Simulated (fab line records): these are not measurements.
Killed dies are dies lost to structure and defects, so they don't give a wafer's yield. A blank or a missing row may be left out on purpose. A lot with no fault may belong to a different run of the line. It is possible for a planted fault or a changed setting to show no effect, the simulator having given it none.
Which tool did it? ; flow n5_finfet ; 24 lots with 72 wafers sampled at 6 steps, on a route of 1938 steps

## WHAT THE GAUGES SHOWED, per wafer
No reading from a measuring or inspecting step in the record can be judged against a usual standard deviation.

## EACH LOT AND THE TOOL THAT RAN IT (in order: tool; ch and the chambers of the sampled wafers; start)
lot;N5_SD_EPI_N_ETCH_16;N5_SD_EPI_N_STRIP_38;N5_SD_EPI_N_LINER_46;N5_SD_EPI_P_STRIP_40;N5_SD_ACTIVATION_LSA_01;N5_SDB_CUT_ETCH_26
L074;rie_diel-04 ch 1,2,3, day 3 00:26;plasma_asher-02 ch 0,1, day 3 00:37;ald_sin-02 ch 0,2,3, day 3 04:32;plasma_asher-01 ch 0,1, day 3 05:58;laser_anneal-02 ch 0, day 3 09:55;rie_si-03 ch 1,2,3, day 3 17:56
L075;rie_diel-04 ch 1,2,3, day 3 11:41;plasma_asher-01 ch 0,1, day 3 11:52;ald_sin-02 ch 0,1,3, day 3 14:52;plasma_asher-02 ch 1, day 3 16:35;laser_anneal-01 ch 0, day 3 19:42;rie_si-01 ch 1,3, day 4 04:00
L076;rie_diel-04 ch 0,3, day 3 12:29;plasma_asher-01 ch 0,1, day 3 12:40;ald_sin-01 ch 1,2,3, day 3 15:34;plasma_asher-02 ch 0,1, day 3 17:17;laser_anneal-02 ch 0, day 3 20:29;rie_si-02 ch 0,1, day 4 04:19
L077;rie_diel-06 ch 1,2,3, day 3 19:04;plasma_asher-01 ch 0,1, day 3 19:16;ald_sin-02 ch 0,3, day 3 22:54;plasma_asher-01 ch 0,1, day 4 00:22;laser_anneal-01 ch 0, day 4 03:56;rie_si-03 ch 0,3, day 4 12:08
L078;rie_diel-01 ch 0,1,3, day 4 03:10;plasma_asher-02 ch 0,1, day 4 03:19;ald_sin-04 ch 0,1,3, day 4 06:59;plasma_asher-02 ch 0,1, day 4 08:34;laser_anneal-02 ch 0, day 4 12:31;rie_si-03 ch 0,2,3, day 4 21:22
L079;rie_diel-01 ch 0,1, day 4 16:05;plasma_asher-02 ch 0,1, day 4 16:16;ald_sin-02 ch 1,2,3, day 4 19:55;plasma_asher-01 ch 0,1, day 4 21:30;laser_anneal-01 ch 0, day 5 00:39;rie_si-02 ch 0,3, day 5 10:08
L080;rie_diel-01 ch 0,2, day 4 18:03;plasma_asher-01 ch 0,1, day 4 18:13;ald_sin-04 ch 0,2, day 4 21:08;plasma_asher-01 ch 0,1, day 4 22:51;laser_anneal-02 ch 0, day 5 02:49;rie_si-03 ch 0,1,3, day 5 11:05
L081;rie_diel-04 ch 1,3, day 5 01:55;plasma_asher-02 ch 0,1, day 5 02:04;ald_sin-04 ch 0,2, day 5 05:09;plasma_asher-01 ch 0,1, day 5 06:48;laser_anneal-01 ch 0, day 5 09:56;rie_si-03 ch 1,2,3, day 5 18:11
L082;rie_diel-01 ch 0,1,2, day 5 01:56;plasma_asher-01 ch 0,1, day 5 02:06;ald_sin-04 ch 0,3, day 5 05:22;plasma_asher-02 ch 0,1, day 5 07:09;laser_anneal-02 ch 0, day 5 10:21;rie_si-01 ch 0,1,2, day 5 18:29
L083;rie_diel-04 ch 0,1, day 5 08:50;plasma_asher-02 ch 0,1, day 5 09:01;ald_sin-04 ch 0,2,3, day 5 12:17;plasma_asher-01 ch 0,1, day 5 14:10;laser_anneal-01 ch 0, day 5 17:23;rie_si-01 ch 0,3, day 6 01:45
L084;rie_diel-04 ch 1,3, day 5 16:58;plasma_asher-02 ch 0,1, day 5 17:08;ald_sin-01 ch 2,3, day 5 20:02;plasma_asher-01 ch 0,1, day 5 21:47;laser_anneal-02 ch 0, day 6 00:54;rie_si-01 ch 0,1, day 6 10:19
L085;rie_diel-01 ch 0,1,2, day 5 21:52;plasma_asher-01 ch 1, day 5 22:02;ald_sin-01 ch 1,3, day 6 00:58;plasma_asher-02 ch 0,1, day 6 02:26;laser_anneal-01 ch 0, day 6 05:35;rie_si-03 ch 0,2, day 6 13:43
L086;rie_diel-06 ch 0,1,2, day 6 01:16;plasma_asher-01 ch 0,1, day 6 01:26;ald_sin-02 ch 0,1, day 6 04:22;plasma_asher-02 ch 0,1, day 6 06:08;laser_anneal-02 ch 0, day 6 09:18;rie_si-03 ch 1,2, day 6 17:15
L087;rie_diel-01 ch 0,2, day 6 13:05;plasma_asher-01 ch 0,1, day 6 13:14;ald_sin-04 ch 0,3, day 6 16:11;plasma_asher-02 ch 0,1, day 6 17:45;laser_anneal-01 ch 0, day 6 21:53;rie_si-03 ch 1,2,3, day 7 06:17
L088;rie_diel-04 ch 2,3, day 6 13:34;plasma_asher-02 ch 0,1, day 6 13:44;ald_sin-04 ch 0,1,2, day 6 16:39;plasma_asher-02 ch 0,1, day 6 18:19;laser_anneal-02 ch 0, day 6 22:04;rie_si-01 ch 1,3, day 7 06:29
L089;rie_diel-01 ch 1,2,3, day 6 23:01;plasma_asher-01 ch 0,1, day 6 23:11;ald_sin-02 ch 0,1,3, day 7 02:06;plasma_asher-01 ch 0, day 7 03:33;laser_anneal-02 ch 0, day 7 06:40;rie_si-01 ch 0,1,2, day 7 15:25
L090;rie_diel-04 ch 0,1,2, day 7 00:49;plasma_asher-01 ch 1, day 7 00:59;ald_sin-04 ch 2,3, day 7 03:59;plasma_asher-02 ch 0,1, day 7 05:46;laser_anneal-02 ch 0, day 7 09:05;rie_si-01 ch 1,2,3, day 7 17:16
L091;rie_diel-04 ch 0,3, day 7 07:22;plasma_asher-02 ch 0,1, day 7 07:34;ald_sin-04 ch 1,2, day 7 11:28;plasma_asher-01 ch 0,1, day 7 13:03;laser_anneal-02 ch 0, day 7 16:26;rie_si-03 ch 0,2,3, day 8 00:31
L092;rie_diel-06 ch 0,1,2, day 7 14:32;plasma_asher-02 ch 0,1, day 7 14:42;ald_sin-04 ch 1,3, day 7 17:48;plasma_asher-02 ch 0,1, day 7 19:24;laser_anneal-02 ch 0, day 7 22:37;rie_si-02 ch 0,3, day 8 07:08
L093;rie_diel-06 ch 0,1,2, day 7 23:05;plasma_asher-01 ch 0,1, day 7 23:15;ald_sin-02 ch 1,2, day 8 02:10;plasma_asher-01 ch 0,1, day 8 03:37;laser_anneal-01 ch 0, day 8 06:45;rie_si-03 ch 0,1, day 8 15:06
L094;rie_diel-04 ch 1,2,3, day 8 01:56;plasma_asher-01 ch 0,1, day 8 02:07;ald_sin-01 ch 2,3, day 8 05:14;plasma_asher-02 ch 0,1, day 8 06:48;laser_anneal-02 ch 0, day 8 10:17;rie_si-01 ch 1,2, day 8 19:13
L095;rie_diel-06 ch 0,1,2, day 8 13:14;plasma_asher-02 ch 0,1, day 8 13:25;ald_sin-01 ch 0,1,3, day 8 17:18;plasma_asher-01 ch 0,1, day 8 18:52;laser_anneal-01 ch 0, day 8 21:59;rie_si-03 ch 1,2,3, day 9 06:31
L096;rie_diel-04 ch 2,3, day 8 14:23;plasma_asher-02 ch 0,1, day 8 14:34;ald_sin-04 ch 0,1,3, day 8 18:17;plasma_asher-02 ch 0,1, day 8 19:53;laser_anneal-02 ch 0, day 8 23:09;rie_si-01 ch 0,1,2, day 9 07:12
L097;rie_diel-06 ch 0,1,3, day 8 19:16;plasma_asher-01 ch 0,1, day 8 19:26;ald_sin-04 ch 0,3, day 8 22:20;plasma_asher-01 ch 0,1, day 8 23:47;laser_anneal-01 ch 0, day 9 03:19;rie_si-03 ch 0,2,3, day 9 12:20
- N5_SD_EPI_N_ETCH_16: etches SiO2 in CHF3/O2, target depth 5 nm.
- N5_SD_EPI_N_STRIP_38: strips in N2/H2.
- N5_SD_EPI_N_LINER_46: material SiNx, target thk 3 nm.
- N5_SD_EPI_P_STRIP_40: strips in N2/H2.
- N5_SD_ACTIVATION_LSA_01: time 0.0008 s.
- N5_SDB_CUT_ETCH_26: etches Si in HBr/Cl2/O2, target depth 129.6 nm, bt time 20 s, time 51.8 s.

## WHAT THE TOOLS THEMSELVES READ (means of the sampled wafers that have a number; where no wafer has one, the mark that the record gives instead)
N5_SD_EPI_N_ETCH_16. Usual: drypump_motor_current_A 5.7 A, standard deviation 0.4; oes_product_au 0.80 a.u., standard deviation 0.086; rf_vpp_V 519 V, standard deviation 15; showerhead_plenum_p_Torr 2.41 Torr, standard deviation 0.072; throttle_valve_pct 18.83 %, standard deviation 0.23.
lot;tool;drypump_motor_current_A (A);oes_product_au (a.u.);rf_vpp_V (V);showerhead_plenum_p_Torr (Torr);throttle_valve_pct (%);flag
L074;rie_diel-04;5.7;0.78;524;2.42;18.89;
L075;rie_diel-04;5.7;0.76;523;2.42;18.88;
L076;rie_diel-04;5.4;0.85;508;2.36;18.87;
L077;rie_diel-06;5.7;0.87;508;2.37;18.85;
L078;rie_diel-01;5.5;0.78;533;2.43;18.93;
L079;rie_diel-01;5.3;0.78;535;2.43;19.06;
L080;rie_diel-01;5.4;0.90;514;2.41;18.60;
L081;rie_diel-04;5.4;0.80;521;2.40;19.05;
L082;rie_diel-01;5.4;0.83;524;2.42;18.84;
L083;rie_diel-04;5.9;0.73;535;2.44;18.98;
L084;rie_diel-04;5.7;0.74;534;2.45;19.11;
L085;rie_diel-01;5.4;0.82;524;2.42;18.84;
L086;rie_diel-06;5.8;0.87;513;2.50;18.69;
L087;rie_diel-01;5.5;0.87;514;2.40;18.62;
L088;rie_diel-04;5.7;0.75;512;2.38;18.72;
L089;rie_diel-01;5.7;0.77;522;2.36;18.91;
L090;rie_diel-04;5.9;0.72;524;2.40;18.81;
L091;rie_diel-04;5.7;0.81;509;2.34;18.78;
L092;rie_diel-06;5.7;0.83;511;2.50;18.72;
L093;rie_diel-06;5.8;0.84;511;2.50;18.72;
L094;rie_diel-04;5.7;0.73;524;2.41;18.94;
L095;rie_diel-06;5.8;0.83;511;2.49;18.73;
L096;rie_diel-04;5.4;0.78;509;2.36;18.89;
L097;rie_diel-06;5.6;0.82;505;2.46;18.77;

N5_SD_EPI_N_STRIP_38. Usual: drypump_motor_current_A 5.5 A, standard deviation 0.34; heater_power_w 340 W, standard deviation 40; oes_product_au 0.761 a.u., standard deviation 0.012.
lot;tool;drypump_motor_current_A (A);heater_power_w (W);oes_product_au (a.u.);flag
L074;plasma_asher-02;5.2;297;0.758;
L075;plasma_asher-01;5.5;368;0.766;
L076;plasma_asher-01;5.6;381;0.763;
L077;plasma_asher-01;5.5;371;0.760;
L078;plasma_asher-02;5.5;299;0.771;
L079;plasma_asher-02;5.2;298;0.747;
L080;plasma_asher-01;5.6;377;0.746;
L081;plasma_asher-02;5.2;297;0.752;
L082;plasma_asher-01;5.6;379;0.767;
L083;plasma_asher-02;5.5;302;0.763;
L084;plasma_asher-02;5.5;300;0.769;
L085;plasma_asher-01;5.5;358;0.769;
L086;plasma_asher-01;5.6;376;0.762;
L087;plasma_asher-01;5.6;382;0.765;
L088;plasma_asher-02;5.2;296;0.749;
L089;plasma_asher-01;5.5;365;0.759;
L090;plasma_asher-01;5.5;360;0.760;
L091;plasma_asher-02;5.2;295;0.759;
L092;plasma_asher-02;5.2;300;0.764;
L093;plasma_asher-01;5.5;373;0.756;
L094;plasma_asher-01;5.6;382;0.760;
L095;plasma_asher-02;5.5;299;0.757;
L096;plasma_asher-02;5.2;298;0.764;
L097;plasma_asher-01;5.6;375;0.754;

N5_SD_EPI_N_LINER_46. Usual: heater_power_w reads 859 W (standard deviation 75).
lot;tool;heater_power_w (W);flag
L074;ald_sin-02;894;
L075;ald_sin-02;949;
L076;ald_sin-01;836;
L077;ald_sin-02;975;
L078;ald_sin-04;800;
L079;ald_sin-02;880;
L080;ald_sin-04;837;
L081;ald_sin-04;839;
L082;ald_sin-04;789;
L083;ald_sin-04;836;
L084;ald_sin-01;832;
L085;ald_sin-01;814;
L086;ald_sin-02;933;
L087;ald_sin-04;802;
L088;ald_sin-04;844;
L089;ald_sin-02;952;
L090;ald_sin-04;897;
L091;ald_sin-04;894;
L092;ald_sin-04;806;
L093;ald_sin-02;844;
L094;ald_sin-01;847;
L095;ald_sin-01;831;
L096;ald_sin-04;795;
L097;ald_sin-04;790;

N5_SD_EPI_P_STRIP_40. Usual: drypump_motor_current_A 5.4 A, standard deviation 0.35; heater_power_w 337 W, standard deviation 40; oes_product_au 0.763 a.u., standard deviation 0.011.
lot;tool;drypump_motor_current_A (A);heater_power_w (W);oes_product_au (a.u.);flag
L074;plasma_asher-01;5.6;380;0.761;
L075;plasma_asher-02;4.9;290;0.770;
L076;plasma_asher-02;5.2;297;0.753;
L077;plasma_asher-01;5.5;370;0.752;
L078;plasma_asher-02;5.5;303;0.759;
L079;plasma_asher-01;5.5;373;0.762;
L080;plasma_asher-01;5.6;384;0.755;
L081;plasma_asher-01;5.6;381;0.762;
L082;plasma_asher-02;5.2;300;0.764;
L083;plasma_asher-01;5.6;379;0.758;
L084;plasma_asher-01;5.6;382;0.756;
L085;plasma_asher-02;5.2;294;0.758;
L086;plasma_asher-02;5.2;297;0.770;
L087;plasma_asher-02;5.5;299;0.762;
L088;plasma_asher-02;5.5;303;0.761;
L089;plasma_asher-01;5.6;393;0.753;
L090;plasma_asher-02;5.2;294;0.763;
L091;plasma_asher-01;5.5;373;0.764;
L092;plasma_asher-02;5.5;300;0.771;
L093;plasma_asher-01;5.6;381;0.779;
L094;plasma_asher-02;5.2;300;0.764;
L095;plasma_asher-01;5.6;376;0.759;
L096;plasma_asher-02;5.5;303;0.766;
L097;plasma_asher-01;5.6;380;0.772;

N5_SD_ACTIVATION_LSA_01. Usual: wafer_temp_C_max reads 1084.9 (standard deviation 3).
lot;tool;wafer_temp_C_max;flag
L074;laser_anneal-02;1083.4;
L075;laser_anneal-01;1088.0;
L076;laser_anneal-02;1082.5;
L077;laser_anneal-01;1088.2;
L078;laser_anneal-02;1082.0;
L079;laser_anneal-01;1088.8;
L080;laser_anneal-02;1083.0;
L081;laser_anneal-01;1088.9;
L082;laser_anneal-02;1082.1;
L083;laser_anneal-01;1088.9;
L084;laser_anneal-02;1082.8;
L085;laser_anneal-01;1087.4;
L086;laser_anneal-02;1082.7;
L087;laser_anneal-01;1089.0;
L088;laser_anneal-02;1082.6;
L089;laser_anneal-02;1082.0;
L090;laser_anneal-02;1083.0;
L091;laser_anneal-02;1082.7;
L092;laser_anneal-02;1082.2;
L093;laser_anneal-01;1087.7;
L094;laser_anneal-02;1082.1;
L095;laser_anneal-01;1089.4;
L096;laser_anneal-02;1083.1;
L097;laser_anneal-01;1087.4;

N5_SDB_CUT_ETCH_26. Usual: drypump_motor_current_A 5.6 A, standard deviation 0.53; mfc_cl2_sccm 80.00 sccm, standard deviation 0.25; oes_product_au 0.997 a.u., standard deviation 0.019; throttle_valve_pct 37.1 %, standard deviation 0.47.
lot;tool;drypump_motor_current_A (A);mfc_cl2_sccm (sccm);oes_product_au (a.u.);throttle_valve_pct (%);flag
L074;rie_si-03;5.4;79.98;1.003;36.8;
L075;rie_si-01;5.0;79.87;0.977;37.4;
L076;rie_si-02;5.8;80.12;1.016;37.3;
L077;rie_si-03;5.8;80.00;1.016;37.2;
L078;rie_si-03;5.9;80.16;0.997;36.9;
L079;rie_si-02;5.3;80.09;0.999;37.0;
L080;rie_si-03;5.7;80.06;1.007;36.9;
L081;rie_si-03;5.4;80.07;1.007;36.8;
L082;rie_si-01;5.8;80.09;0.990;37.5;
L083;rie_si-01;5.2;80.21;0.990;37.3;
L084;rie_si-01;6.0;80.02;1.001;37.4;
L085;rie_si-03;6.2;80.25;0.987;36.6;
L086;rie_si-03;5.3;79.81;0.997;36.5;
L087;rie_si-03;5.4;79.70;0.999;36.8;
L088;rie_si-01;5.3;79.72;0.973;37.5;
L089;rie_si-01;5.8;79.58;0.996;37.5;
L090;rie_si-01;5.3;80.36;0.984;37.5;
L091;rie_si-03;5.8;79.96;1.001;36.9;
L092;rie_si-02;5.3;79.91;1.004;37.0;
L093;rie_si-03;5.5;79.92;0.993;36.6;
L094;rie_si-01;5.6;79.77;0.979;37.6;
L095;rie_si-03;5.5;80.03;1.002;36.8;
L096;rie_si-01;5.8;80.01;0.989;37.5;
L097;rie_si-03;5.9;79.96;1.000;36.9;

## THE ANSWER, worked out from the rows above alone
Rule: a lot counts as off when the mean over its wafers that have a number is more than 3 standard deviations away from the usual mean. Also off: a lot with no number at a reading for which 4 or more lots have one. Where the step has rows for the other lots, those lots are counted as sound. Order of review: gauges by route order, followed by the tools' own readings, for which a lot's mean as printed above is used. The first step at which some lot is off is used, and at that step the reading that is off furthest; a lot without a number counts as furthest.
No lot is off at any reading shown: from this, nothing can be told.

## WHAT THE SIMULATOR HAD PUT IN
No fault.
